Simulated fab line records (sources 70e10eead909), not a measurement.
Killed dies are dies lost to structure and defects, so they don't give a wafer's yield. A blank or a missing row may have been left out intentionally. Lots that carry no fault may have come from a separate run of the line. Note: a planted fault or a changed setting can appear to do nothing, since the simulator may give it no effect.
fab line records    flow nand_harc
[record] lots = 24  wafers = 72  last_day = 26
route steps=1159 shown P_M0@284 P_M2@335 P_BONDPAD@352
lots untouched by any fault: they come from a run of this same line in which no faults occurred
start_h: hours from the record's first day to the start of the lot's first wafer shown    wait_h: hours from the lot's prior step to this one    " same as the row above    L1.1+2: several wafers, shown together as one row    - either no value or no given start    * or withheld: withheld    < > ~ a bound
route shown NAME@n: NAME is a module with steps in the file, n the number in the route of the first one    usual: average and standard deviation across the fault-free wafers    same: alike in all rows    chamber/n: place in a boat    sites: per-site readings    _std_site: the values' standard deviation    _edge_site: the outer-site mean with the inner-site mean subtracted    radius_mm: how far each site lies from the wafer's centre    mask NAME#n: copy n    behind: tool/chamber where the wafer was last shaped    hold: why the lot was held/for how many hours/how that ended    device: names the non-switching transistor (n, p or np)    end of line: the route-end tests of the same wafers    a step with no rows: only its recipe    killed: dies that structure and defects cost at the first sort, which is not the same as the wafer's yield    map: dies across one wafer; x = killed, . = not, _ = none there
set.NAME: the run value of the setting; set.NAME@STEP: its run value at that earlier step    model.NAME: the simulator's own value behind a step, which no gauge read
a sample of lots followed through the steps of the route, with each step as a table and each wafer as a row
services: from which hour (start_h, from the record's first day; less than 0 if before it) a tool's chamber was out of use, for how many hours, and why
[[steps]]
[step NHARC_P_M0_DEP_32]
[recipe] target_thk_a = 300  temp_c = 370  target_thk_nm = 30  pressure_torr = 3  flow_sccm = 200  rf_w = 450  material = SiCN
[usual] heater_power_w = 536/66
lot.wafer  tool      chamber  start_h  wait_h  heater_power_w
L074.2     pecvd-03  0        128.54   0.1     588
L074.6     "         0        "        "       607
L074.5     "         1        "        "       486
L075.3     pecvd-03  2        128.88   0.1     626
L075.4     "         1        "        "       468
L075.6     "         2        "        "       606
L077.2     pecvd-04  0        132.04   0.1     503
L077.1     "         1        "        "       638
L077.3     "         2        "        "       491
L076.1     pecvd-04  2        133.93   0.1     444
L076.2     "         1        "        "       625
L076.4     "         0        "        "       399
L078.2     pecvd-03  2        139.03   0.1     666
L078.4     "         2        "        "       655
L078.6     "         0        "        "       575
L079.2     pecvd-02  1        147.44   0.1     498
L079.1     "         2        "        "       494
L079.4     "         0        "        "       458
L080.1     pecvd-03  2        159.51   0.1     629
L080.2     "         1        "        "       493
L080.4     "         2        "        "       646
L081.3     pecvd-03  2        165.36   0.1     686
L081.4     "         0        "        "       613
L081.6     "         1        "        "       523
L082.2     pecvd-04  1        165.62   0.1     632
L082.3     "         2        "        "       500
L082.1     "         0        "        "       414
L083.4     pecvd-03  0        172.96   0.2     608
L083.6     "         1        "        "       477
L083.5     "         2        "        "       606
L084.3     pecvd-03  0        173.82   0.1     564
L084.2     "         1        "        "       462
L084.5     "         2        "        "       641
L086.3     pecvd-04  0        193.40   0.1     472
L086.2     "         1        "        "       538
L086.5     "         1        "        "       552
L088.1     pecvd-02  0        193.86   0.1     514
L088.6     "         1        "        "       467
L088.5     "         2        "        "       571
L085.4     pecvd-03  1        194.97   0.2     535
L085.5     "         0        "        "       501
L085.6     "         1        "        "       556
L087.4     pecvd-03  1        202.17   0.2     524
L087.3     "         0        "        "       591
L087.5     "         1        "        "       519
L089.2     pecvd-04  0        214.97   0.1     496
L089.3     "         1        "        "       591
L089.5     "         2        "        "       528
L090.3     pecvd-03  0        218.47   0.1     517
L090.5     "         0        "        "       513
L090.4     "         2        "        "       621
L091.2     pecvd-04  0        222.60   0.1     536
L091.1     "         1        "        "       549
L091.5     "         2        "        "       526
L092.1     pecvd-03  1        225.25   0.1     490
L092.6     "         0        "        "       550
L092.5     "         1        "        "       481
L093.1     pecvd-04  2        228.42   0.1     491
L093.3     "         0        "        "       547
L093.5     "         2        "        "       496
L094.3     pecvd-03  2        237.60   0.1     582
L094.5     "         0        "        "       597
L094.4     "         1        "        "       435
L095.2     pecvd-03  0        239.56   0.1     514
L095.1     "         1        "        "       465
L095.5     "         1        "        "       456
L096.2     pecvd-04  0        247.42   0.1     543
L096.1     "         1        "        "       551
L096.3     "         2        "        "       560
L097.2     pecvd-04  0        256.61   0.1     472
L097.3     "         1        "        "       669
L097.6     "         0        "        "       467
[step NHARC_P_M2_STRIP_18]
[recipe] power_w = 1000  n2_flow_sccm = 150  h2_flow_sccm = 150  ar_flow_sccm = 0  bias_w = 0  chemistry = N2/H2
[usual] chamber_pressure_mTorr = 29.999/0.026  drypump_motor_current_A = 5.6/0.5  oes_product_au = 0.999/0.012  rf_vpp_V = 90.6/0.96  showerhead_plenum_p_Torr = 2.03/0.07  throttle_valve_pct = 14.170/0.0092
lot.wafer  tool         chamber  start_h  wait_h  chamber_pressure_mTorr  drypump_motor_current_A  oes_product_au  rf_hours_counter_h  rf_vpp_V  showerhead_plenum_p_Torr  throttle_valve_pct
L074.2     rie_diel-06  2        134.51   0.1     29.983                  5.8                      1.011           14                  91.4      2.17                      14.177
L074.6     "            0        "        "       30.014                  4.9                      1.017           -                   90.3      1.95                      14.183
L074.5     "            1        "        "       29.978                  6.0                      0.992           -                   91.8      2.09                      14.168
L075.4     rie_diel-06  2        135.19   0.1     29.977                  5.7                      1.007           14                  90.8      2.17                      14.164
L075.3     "            0        "        "       29.990                  5.0                      1.019           15                  89.5      1.95                      14.184
L075.6     "            1        "        "       30.024                  6.1                      0.990           -                   91.1      2.09                      14.172
L077.1     rie_diel-13  2        137.75   0.1     29.999                  6.0                      0.999           11                  92.1      2.13                      14.162
L077.3     "            3        "        "       30.053                  5.0                      1.003           11                  91.9      2.15                      14.190
L077.2     "            1        "        "       30.012                  6.4                      0.980           10                  92.1      2.08                      14.162
L076.4     rie_diel-06  1        139.84   0.1     30.022                  6.0                      0.989           15                  90.3      2.09                      14.172
L076.1     "            2        "        "       29.976                  5.8                      1.008           15                  92.7      2.17                      14.163
L076.2     "            3        "        "       29.953                  6.3                      1.004           15                  90.2      1.97                      14.159
L078.4     rie_diel-01  1        149.57   0.1     29.972                  6.3                      0.990           0                   90.2      2.00                      14.145
L078.2     "            2        "        "       30.006                  5.3                      0.985           0                   90.7      1.97                      14.168
L078.6     "            0        "        "       30.002                  5.2                      1.026           -                   91.3      2.07                      14.163
L079.2     rie_diel-13  1        153.27   0.1     29.986                  6.4                      1.004           14                  92.0      2.07                      14.155
L079.4     "            2        "        "       30.006                  6.0                      0.995           15                  90.5      2.13                      14.186
L079.1     "            3        "        "       29.992                  5.1                      0.997           14                  92.8      2.15                      14.158
L080.4     rie_diel-01  1        165.88   0.1     30.008                  6.4                      0.991           0                   90.8      2.00                      14.164
L080.1     "            2        "        "       30.006                  5.2                      0.981           0                   89.5      1.97                      14.187
L080.2     "            3        "        "       29.959                  5.3                      0.997           0                   90.0      2.00                      14.179
L081.4     rie_diel-06  2        171.72   0.1     29.988                  5.7                      0.999           23                  92.0      2.17                      14.182
L081.3     "            1        "        "       29.990                  6.0                      0.989           23                  90.3      2.09                      14.174
L081.6     "            3        "        "       29.974                  6.3                      1.001           -                   90.5      1.97                      14.165
L082.2     rie_diel-01  2        171.77   0.1     30.019                  5.2                      0.991           1                   88.4      1.97                      14.170
L082.1     "            3        "        "       29.972                  5.3                      1.001           1                   89.6      2.00                      14.190
L082.3     "            0        "        "       30.000                  5.1                      1.022           1                   90.8      2.07                      14.168
L083.4     rie_diel-01  0        178.91   0.1     30.019                  5.1                      1.014           1                   90.6      2.07                      14.168
L083.5     "            3        "        "       29.998                  5.3                      0.997           -                   89.0      2.00                      14.188
L083.6     "            0        "        "       30.017                  5.2                      1.016           -                   91.4      2.07                      14.169
L084.3     rie_diel-06  1        180.05   0.1     29.978                  6.0                      0.990           25                  89.1      2.09                      14.179
L084.2     "            0        "        "       29.987                  4.9                      1.021           25                  90.8      1.95                      14.176
L084.5     "            1        "        "       30.013                  6.0                      0.990           -                   91.6      2.09                      14.170
L086.2     rie_diel-01  3        200.00   0.1     29.965                  5.3                      1.001           2                   91.0      2.00                      14.176
L086.3     "            2        "        "       29.999                  5.2                      0.981           2                   89.9      1.97                      14.162
L086.5     "            3        "        "       30.018                  5.3                      0.994           -                   89.0      2.00                      14.166
L088.1     rie_diel-01  3        200.35   0.1     30.001                  5.3                      1.010           2                   89.9      2.00                      14.182
L088.5     "            3        "        "       30.005                  5.3                      1.007           -                   90.2      2.00                      14.167
L088.6     "            0        "        "       30.015                  5.1                      1.020           -                   90.1      2.07                      14.177
L085.4     rie_diel-01  2        201.57   0.1     30.064                  5.2                      0.980           2                   89.6      1.97                      14.171
L085.5     "            0        "        "       29.986                  5.1                      1.019           -                   89.7      2.07                      14.164
L085.6     "            1        "        "       30.017                  6.3                      0.993           -                   90.0      2.00                      14.167
L087.3     rie_diel-01  1        208.04   0.1     29.992                  6.4                      0.986           2                   90.6      2.00                      14.161
L087.4     "            2        "        "       29.992                  5.3                      0.983           2                   90.3      1.97                      14.164
L087.5     "            2        "        "       29.981                  5.3                      0.989           -                   88.7      1.97                      14.166
L089.2     rie_diel-01  0        221.29   0.1     30.015                  5.2                      1.016           3                   91.0      2.07                      14.163
L089.3     "            3        "        "       29.986                  5.3                      0.995           3                   89.2      2.00                      14.167
L089.5     "            2        "        "       29.979                  5.3                      0.986           -                   90.6      1.97                      14.177
L090.3     rie_diel-13  1        224.34   0.1     30.012                  6.4                      0.986           45                  91.6      2.06                      14.174
L090.4     "            2        "        "       30.010                  5.9                      0.989           46                  90.6      2.12                      14.172
L090.5     "            3        "        "       29.972                  5.0                      0.998           -                   91.0      2.14                      14.172
L091.1     rie_diel-06  2        228.45   0.1     30.005                  5.8                      1.006           32                  91.7      2.17                      14.156
L091.2     "            1        "        "       30.022                  6.0                      0.987           33                  90.3      2.09                      14.166
L091.5     "            2        "        "       30.009                  5.8                      1.004           -                   91.2      2.17                      14.175
L092.1     rie_diel-06  1        231.24   0.1     29.981                  6.0                      0.992           33                  91.4      2.09                      14.164
L092.6     "            1        "        "       29.978                  6.0                      0.993           -                   92.4      2.09                      14.167
L092.5     "            2        "        "       29.996                  5.7                      1.011           -                   92.5      2.17                      14.181
L093.1     rie_diel-01  2        234.47   0.1     29.967                  5.2                      0.980           3                   91.5      1.97                      14.166
L093.3     "            3        "        "       29.994                  5.3                      0.999           3                   91.6      2.00                      14.180
L093.5     "            3        "        "       30.011                  5.3                      1.003           -                   91.1      2.00                      14.165
L094.4     rie_diel-01  3        243.62   0.1     30.054                  5.3                      1.001           4                   91.2      2.00                      14.187
L094.3     "            0        "        "       29.987                  5.1                      1.018           4                   90.3      2.07                      14.159
L094.5     "            2        "        "       30.045                  5.3                      0.990           -                   90.0      1.97                      14.178
L095.2     rie_diel-01  3        245.47   0.1     29.998                  5.3                      0.990           4                   88.0      2.00                      14.163
L095.1     "            1        "        "       30.000                  6.3                      0.978           3                   89.6      2.00                      14.163
L095.5     "            2        "        "       29.981                  5.3                      0.994           -                   91.7      1.97                      14.170
L096.2     rie_diel-01  2        253.36   0.1     29.962                  5.3                      0.976           4                   90.1      1.97                      14.158
L096.3     "            3        "        "       30.018                  5.3                      0.997           4                   90.2      2.00                      14.164
L096.1     "            0        "        "       30.055                  5.1                      1.001           4                   90.2      2.07                      14.170
L097.2     rie_diel-01  3        262.70   0.1     29.976                  5.3                      1.017           4                   91.1      2.00                      14.165
L097.3     "            1        "        "       29.984                  6.3                      1.005           4                   91.8      2.00                      14.178
L097.6     "            3        "        "       30.014                  5.3                      1.011           -                   93.1      2.00                      14.179
[step NHARC_P_M2_PVD_20]
[recipe] target_thk_a = 50  bias_v = 168.6  power_w = 15000  chamber_pressure_pa = 0.12  time_s = 8.06  substrate_temp_c = 50  material = TaN
[usual] throttle_valve_pct = 29.8/0.98
lot.wafer  tool            chamber  start_h  wait_h  throttle_valve_pct
L074.2     pvd_sputter-01  -        -        -       28.8
L074.6     "               -        "        "       28.9
L074.5     "               -        "        "       30.9
L075.4     pvd_sputter-03  -        -        -       29.1
L075.3     "               -        "        "       29.6
L075.6     "               -        "        "       29.2
L077.3     pvd_sputter-03  -        -        -       29.4
L077.1     "               -        "        "       30.1
L077.2     "               -        "        "       29.1
L076.4     pvd_sputter-03  -        -        -       29.5
L076.2     "               -        "        "       29.8
L076.1     "               -        "        "       28.8
L078.4     pvd_sputter-03  -        -        -       30.0
L078.2     "               -        "        "       30.0
L078.6     "               -        "        "       29.9
L079.4     pvd_sputter-02  -        -        -       28.1
L079.2     "               -        "        "       30.6
L079.1     "               -        "        "       31.6
L080.2     pvd_sputter-03  -        -        -       30.1
L080.4     "               -        "        "       29.2
L080.1     "               -        "        "       29.8
L081.4     pvd_sputter-02  -        -        -       30.4
L081.3     "               -        "        "       31.4
L081.6     "               -        "        "       30.6
L082.3     pvd_sputter-01  -        -        -       28.9
L082.2     "               -        "        "       30.6
L082.1     "               -        "        "       29.8
L083.4     pvd_sputter-01  -        -        -       28.7
L083.5     "               -        "        "       29.7
L083.6     "               -        "        "       28.8
L084.3     pvd_sputter-02  -        -        -       28.0
L084.2     "               -        "        "       30.5
L084.5     "               -        "        "       31.5
L086.3     pvd_sputter-01  -        -        -       30.8
L086.2     "               -        "        "       29.6
L086.5     "               -        "        "       29.0
L088.1     pvd_sputter-02  -        -        -       31.4
L088.5     "               -        "        "       30.4
L088.6     "               -        "        "       31.5
L085.4     pvd_sputter-03  -        -        -       29.5
L085.5     "               -        "        "       29.7
L085.6     "               -        "        "       30.1
L087.3     pvd_sputter-03  -        -        -       29.5
L087.4     "               -        "        "       28.7
L087.5     "               -        "        "       29.5
L089.2     pvd_sputter-01  -        -        -       29.8
L089.3     "               -        "        "       28.9
L089.5     "               -        "        "       28.7
L090.3     pvd_sputter-02  -        -        -       27.4
L090.4     "               -        "        "       30.1
L090.5     "               -        "        "       30.9
L091.1     pvd_sputter-02  -        -        -       31.1
L091.2     "               -        "        "       27.7
L091.5     "               -        "        "       30.2
L092.1     pvd_sputter-03  -        -        -       29.8
L092.6     "               -        "        "       29.6
L092.5     "               -        "        "       29.9
L093.3     pvd_sputter-02  -        -        -       31.0
L093.1     "               -        "        "       29.8
L093.5     "               -        "        "       31.3
L094.3     pvd_sputter-03  -        -        -       29.4
L094.4     "               -        "        "       28.9
L094.5     "               -        "        "       30.1
L095.2     pvd_sputter-02  -        -        -       27.5
L095.1     "               -        "        "       30.0
L095.5     "               -        "        "       30.0
L096.1     pvd_sputter-01  -        -        -       28.8
L096.2     "               -        "        "       28.9
L096.3     "               -        "        "       29.8
L097.3     pvd_sputter-03  -        -        -       29.1
L097.2     "               -        "        "       29.8
L097.6     "               -        "        "       30.1
[step NHARC_P_M2_PVD_21]
[recipe] target_thk_a = 300  chamber_pressure_pa = 5  power_w = 5000  substrate_temp_c = 30  time_s = 20.49  material = Cu
[usual] throttle_valve_pct = 29.8/0.96
lot.wafer  tool            chamber  start_h  wait_h  throttle_valve_pct
L074.2     pvd_sputter-01  -        -        -       30.1
L074.5     "               -        "        "       30.0
L074.6     "               -        "        "       28.9
L075.3     pvd_sputter-03  -        -        -       30.1
L075.4     "               -        "        "       29.6
L075.6     "               -        "        "       29.3
L077.2     pvd_sputter-03  -        -        -       29.8
L077.1     "               -        "        "       28.8
L077.3     "               -        "        "       30.0
L076.2     pvd_sputter-03  -        -        -       30.0
L076.1     "               -        "        "       29.1
L076.4     "               -        "        "       29.5
L078.2     pvd_sputter-03  -        -        -       30.0
L078.4     "               -        "        "       30.0
L078.6     "               -        "        "       30.0
L079.4     pvd_sputter-02  -        -        -       28.0
L079.2     "               -        "        "       31.2
L079.1     "               -        "        "       31.4
L080.4     pvd_sputter-03  -        -        -       29.7
L080.1     "               -        "        "       30.0
L080.2     "               -        "        "       29.1
L081.4     pvd_sputter-02  -        -        -       30.6
L081.3     "               -        "        "       31.3
L081.6     "               -        "        "       31.1
L082.2     pvd_sputter-01  -        -        -       29.9
L082.3     "               -        "        "       28.8
L082.1     "               -        "        "       30.7
L083.4     pvd_sputter-01  -        -        -       28.9
L083.6     "               -        "        "       28.7
L083.5     "               -        "        "       30.7
L084.2     pvd_sputter-02  -        -        -       31.3
L084.3     "               -        "        "       31.2
L084.5     "               -        "        "       30.5
L086.2     pvd_sputter-01  -        -        -       30.4
L086.3     "               -        "        "       28.9
L086.5     "               -        "        "       30.9
L088.1     pvd_sputter-02  -        -        -       27.8
L088.6     "               -        "        "       31.4
L088.5     "               -        "        "       31.6
L085.4     pvd_sputter-03  -        -        -       29.9
L085.6     "               -        "        "       30.0
L085.5     "               -        "        "       29.6
L087.4     pvd_sputter-03  -        -        -       28.9
L087.3     "               -        "        "       30.1
L087.5     "               -        "        "       28.9
L089.3     pvd_sputter-01  -        -        -       29.6
L089.2     "               -        "        "       28.8
L089.5     "               -        "        "       28.7
L090.4     pvd_sputter-02  -        -        -       30.6
L090.3     "               -        "        "       30.0
L090.5     "               -        "        "       30.7
L091.2     pvd_sputter-02  -        -        -       29.7
L091.1     "               -        "        "       27.6
L091.5     "               -        "        "       30.2
L092.1     pvd_sputter-03  -        -        -       29.9
L092.5     "               -        "        "       30.0
L092.6     "               -        "        "       28.8
L093.3     pvd_sputter-02  -        -        -       29.8
L093.1     "               -        "        "       30.7
L093.5     "               -        "        "       27.8
L094.3     pvd_sputter-03  -        -        -       29.7
L094.4     "               -        "        "       29.3
L094.5     "               -        "        "       29.0
L095.1     pvd_sputter-02  -        -        -       31.2
L095.2     "               -        "        "       27.7
L095.5     "               -        "        "       31.2
L096.3     pvd_sputter-01  -        -        -       30.7
L096.2     "               -        "        "       29.7
L096.1     "               -        "        "       28.8
L097.2     pvd_sputter-03  -        -        -       30.1
L097.3     "               -        "        "       29.9
L097.6     "               -        "        "       29.5
[step NHARC_P_BONDPAD_CMP_32]
[recipe] target_thk_nm = 200  material = SiCN
[usual] motor_current_A = 12.0/0.83
lot.wafer  tool    chamber  start_h  wait_h  motor_current_A
L074.2     cmp-01  2        137.66   -       12.6
L074.6     "       1        "        "       11.8
L074.5     "       2        "        "       12.8
L075.4     cmp-04  1        138.36   -       12.9
L075.3     "       3        "        "       12.4
L075.6     "       1        "        "       12.5
L077.3     cmp-01  1        141.10   -       11.8
L077.1     "       3        "        "       11.5
L077.2     "       0        "        "       12.9
L076.4     cmp-03  3        143.02   -       12.1
L076.1     "       0        "        "       10.4
L076.2     "       1        "        "       12.0
L078.4     cmp-04  1        152.70   -       12.6
L078.2     "       2        "        "       10.9
L078.6     "       1        "        "       13.4
L079.4     cmp-01  0        156.56   -       12.7
L079.1     "       1        "        "       11.8
L079.2     "       2        "        "       13.5
L080.4     cmp-04  1        169.05   -       12.2
L080.2     "       3        "        "       12.0
L080.1     "       0        "        "       13.1
L081.3     cmp-01  2        175.03   -       13.3
L081.4     "       1        "        "       11.5
L081.6     "       3        "        "       11.3
L082.3     cmp-04  3        175.12   -       12.2
L082.1     "       0        "        "       13.0
L082.2     "       1        "        "       12.9
L083.4     cmp-03  3        182.10   -       11.3
L083.5     "       1        "        "       12.2
L083.6     "       2        "        "       13.4
L084.3     cmp-04  3        183.61   -       12.1
L084.2     "       0        "        "       12.7
L084.5     "       2        "        "       11.1
L086.2     cmp-03  2        203.20   -       13.2
L086.3     "       3        "        "       11.6
L086.5     "       3        "        "       11.9
L088.1     cmp-01  1        203.99   -       11.8
L088.5     "       2        "        "       12.9
L088.6     "       3        "        "       11.0
L085.4     cmp-03  2        204.71   -       13.6
L085.5     "       1        "        "       11.7
L085.6     "       2        "        "       12.4
L087.4     cmp-04  0        211.34   -       13.4
L087.3     "       2        "        "       10.8
L087.5     "       3        "        "       12.0
L089.2     cmp-01  2        224.50   -       12.7
L089.3     "       3        "        "       11.4
L089.5     "       2        "        "       12.5
L090.3     cmp-01  3        227.44   -       11.3
L090.4     "       2        "        "       13.0
L090.5     "       0        "        "       12.5
L091.1     cmp-03  0        231.67   -       9.7
L091.2     "       1        "        "       12.3
L091.5     "       3        "        "       12.0
L092.1     cmp-04  2        234.71   -       10.9
L092.5     "       3        "        "       12.2
L092.6     "       0        "        "       12.4
L093.1     cmp-03  2        237.75   -       12.9
L093.3     "       0        "        "       10.7
L093.5     "       1        "        "       12.0
L094.4     cmp-01  1        247.07   -       12.2
L094.3     "       3        "        "       10.9
L094.5     "       0        "        "       12.2
L095.1     cmp-04  1        249.01   -       12.4
L095.2     "       2        "        "       10.5
L095.5     "       1        "        "       12.1
L096.1     cmp-01  3        256.73   -       11.3
L096.3     "       0        "        "       13.3
L096.2     "       1        "        "       11.2
L097.2     cmp-04  3        265.87   -       12.0
L097.3     "       0        "        "       12.4
L097.6     "       3        "        "       11.7
[step NHARC_P_BONDPAD_ACTIVATE_29]
[recipe] time_s = 60  n2_flow_sccm = 200  ar_flow_sccm = 0  bias_power_w = 0  chemistry = N2
[usual] drypump_motor_current_A = 6.0/0.43  oes_product_au = 1.005/0.0088  rf_vpp_V = 63.9/0.85  showerhead_plenum_p_Torr = 1.72/0.052
lot.wafer  tool         chamber  start_h  wait_h  drypump_motor_current_A  oes_product_au  rf_hours_counter_h  rf_vpp_V  showerhead_plenum_p_Torr
L074.2     rie_diel-07  0        141.41   0.1     5.8                      1.007           8                   63.2      1.73
L074.6     "            1        "        "       5.8                      1.005           -                   63.6      1.64
L074.5     "            2        "        "       6.2                      1.002           -                   62.5      1.71
L075.3     rie_diel-05  0        142.03   0.1     6.5                      0.996           58                  64.1      1.70
L075.4     "            2        "        "       5.3                      1.013           -                   65.6      1.80
L075.6     "            1        "        "       5.2                      0.998           -                   65.4      1.83
L077.3     rie_diel-07  2        144.63   0.1     6.2                      1.008           9                   63.6      1.71
L077.2     "            3        "        "       6.2                      1.004           9                   64.5      1.72
L077.1     "            0        "        "       5.8                      0.998           9                   63.9      1.73
L076.1     rie_diel-07  1        146.60   0.1     5.8                      1.004           9                   64.3      1.64
L076.4     "            2        "        "       6.2                      1.012           9                   63.6      1.71
L076.2     "            3        "        "       6.3                      0.999           9                   63.7      1.72
L078.2     rie_diel-07  3        156.41   0.1     6.3                      1.000           9                   62.8      1.72
L078.4     "            0        "        "       5.8                      0.987           -                   64.2      1.73
L078.6     "            2        "        "       6.1                      1.000           -                   64.2      1.71
L079.2     rie_diel-07  3        160.18   0.1     6.3                      1.001           10                  63.2      1.72
L079.1     "            0        "        "       5.8                      0.997           10                  63.9      1.73
L079.4     "            3        "        "       6.3                      1.005           -                   64.8      1.72
L080.1     rie_diel-05  1        172.75   0.1     5.2                      1.006           0                   65.1      1.83
L080.2     "            2        "        "       5.3                      1.010           0                   63.7      1.80
L080.4     "            3        "        "       6.7                      0.990           0                   64.7      1.69
L081.3     rie_diel-07  3        178.68   0.1     6.3                      1.017           12                  64.2      1.72
L081.4     "            1        "        "       5.8                      1.013           10                  64.2      1.64
L081.6     "            3        "        "       6.3                      1.001           -                   65.0      1.72
L082.1     rie_diel-07  1        178.93   0.1     5.8                      1.009           10                  63.2      1.64
L082.3     "            2        "        "       6.1                      0.997           13                  63.9      1.71
L082.2     "            3        "        "       6.2                      1.007           13                  64.2      1.72
L083.4     rie_diel-05  0        186.01   0.1     6.5                      1.000           4                   64.3      1.69
L083.6     "            2        "        "       5.3                      1.015           -                   64.3      1.80
L083.5     "            3        "        "       6.6                      1.000           -                   64.6      1.69
L084.3     rie_diel-05  2        187.27   0.1     5.3                      1.013           4                   64.3      1.80
L084.2     "            0        "        "       6.5                      1.007           4                   64.9      1.69
L084.5     "            1        "        "       5.2                      1.001           -                   65.1      1.83
L086.2     rie_diel-05  1        206.90   0.1     5.3                      1.000           13                  64.8      1.82
L086.3     "            2        "        "       5.3                      1.016           12                  65.3      1.80
L086.5     "            1        "        "       5.3                      1.007           -                   63.9      1.82
L088.1     rie_diel-07  1        207.65   0.1     5.8                      1.015           13                  63.0      1.64
L088.6     "            3        "        "       6.3                      1.013           -                   63.1      1.72
L088.5     "            0        "        "       5.8                      1.011           -                   64.1      1.73
L085.4     rie_diel-07  1        208.36   0.1     5.8                      1.007           13                  62.3      1.64
L085.5     "            1        "        "       5.7                      1.015           -                   64.1      1.64
L085.6     "            2        "        "       6.1                      1.001           -                   62.2      1.71
L087.4     rie_diel-07  3        214.85   0.1     6.2                      1.010           16                  64.6      1.72
L087.3     "            0        "        "       5.8                      1.002           16                  64.0      1.73
L087.5     "            2        "        "       6.1                      1.001           -                   64.3      1.71
L089.2     rie_diel-07  1        228.18   0.1     5.8                      1.016           16                  63.6      1.64
L089.3     "            2        "        "       6.1                      1.004           18                  63.4      1.71
L089.5     "            3        "        "       6.2                      1.012           -                   63.2      1.72
L090.3     rie_diel-05  0        231.13   0.1     6.5                      1.016           19                  64.2      1.69
L090.4     "            3        "        "       6.7                      0.984           20                  64.6      1.68
L090.5     "            1        "        "       5.2                      1.016           -                   64.3      1.82
L091.1     rie_diel-05  3        236.12   0.1     6.6                      0.985           22                  63.5      1.68
L091.2     "            1        "        "       5.2                      1.008           26                  63.7      1.82
L091.5     "            0        "        "       6.5                      1.009           -                   63.3      1.69
L092.1     rie_diel-05  0        238.51   0.1     6.5                      1.018           23                  63.5      1.69
L092.5     "            0        "        "       6.5                      1.022           -                   65.3      1.69
L092.6     "            1        "        "       5.2                      1.010           -                   62.6      1.82
L093.3     rie_diel-07  2        241.46   0.1     6.1                      1.000           0                   65.9      1.71
L093.1     "            3        "        "       6.3                      0.990           0                   64.9      1.72
L093.5     "            2        "        "       6.2                      0.994           -                   64.6      1.71
L094.3     rie_diel-07  3        250.79   0.1     6.3                      0.993           1                   64.8      1.72
L094.4     "            3        "        "       6.3                      0.993           -                   63.7      1.72
L094.5     "            1        "        "       5.8                      1.012           -                   62.8      1.64
L095.1     rie_diel-07  1        252.67   0.1     5.8                      1.015           1                   63.2      1.64
L095.2     "            3        "        "       6.3                      0.996           1                   63.1      1.72
L095.5     "            1        "        "       5.8                      1.019           -                   64.7      1.64
L096.2     rie_diel-07  3        260.38   0.1     6.3                      0.981           2                   63.2      1.72
L096.3     "            0        "        "       5.8                      1.013           2                   64.0      1.73
L096.1     "            1        "        "       5.8                      1.015           2                   62.4      1.64
L097.2     rie_diel-07  0        269.39   0.1     5.8                      1.014           3                   63.3      1.73
L097.3     "            1        "        "       5.8                      1.005           3                   64.0      1.64
L097.6     "            0        "        "       5.8                      1.020           -                   65.2      1.73
[[services]]
tool            chamber  start_h  hours  kind
cmp-04          -        105.01   4.0    pm
pecvd-04        0        110.89   3.0    repair
pecvd-03        -        111.12   13.0   pm
cmp-04          -        130.01   5.3    repair
cmp-01          -        131.74   0.9    repair
rie_diel-01     -        137.81   9.0    pm
rie_diel-07     1        151.37   16.3   repair
pvd_sputter-01  -        158.00   10.0   pm
cmp-01          -        163.13   1.7    repair
pvd_sputter-03  -        167.14   8.3    repair
cmp-01          -        179.50   4.0    pm
cmp-04          -        188.24   2.3    repair
cmp-01          -        193.37   1.4    repair
pecvd-04        -        195.48   13.0   pm
cmp-04          -        203.01   4.0    pm
rie_diel-01     1        209.82   1.7    repair
pvd_sputter-02  -        214.01   10.0   pm
cmp-01          -        215.43   0.3    repair
rie_diel-01     1        216.98   9.4    repair
rie_diel-07     -        228.23   9.0    pm
rie_diel-07     2        247.84   8.5    repair
pvd_sputter-03  -        254.24   3.1    repair
cmp-04          -        256.81   2.7    repair
pecvd-03        -        262.55   1.8    repair
[[key]]
fault none
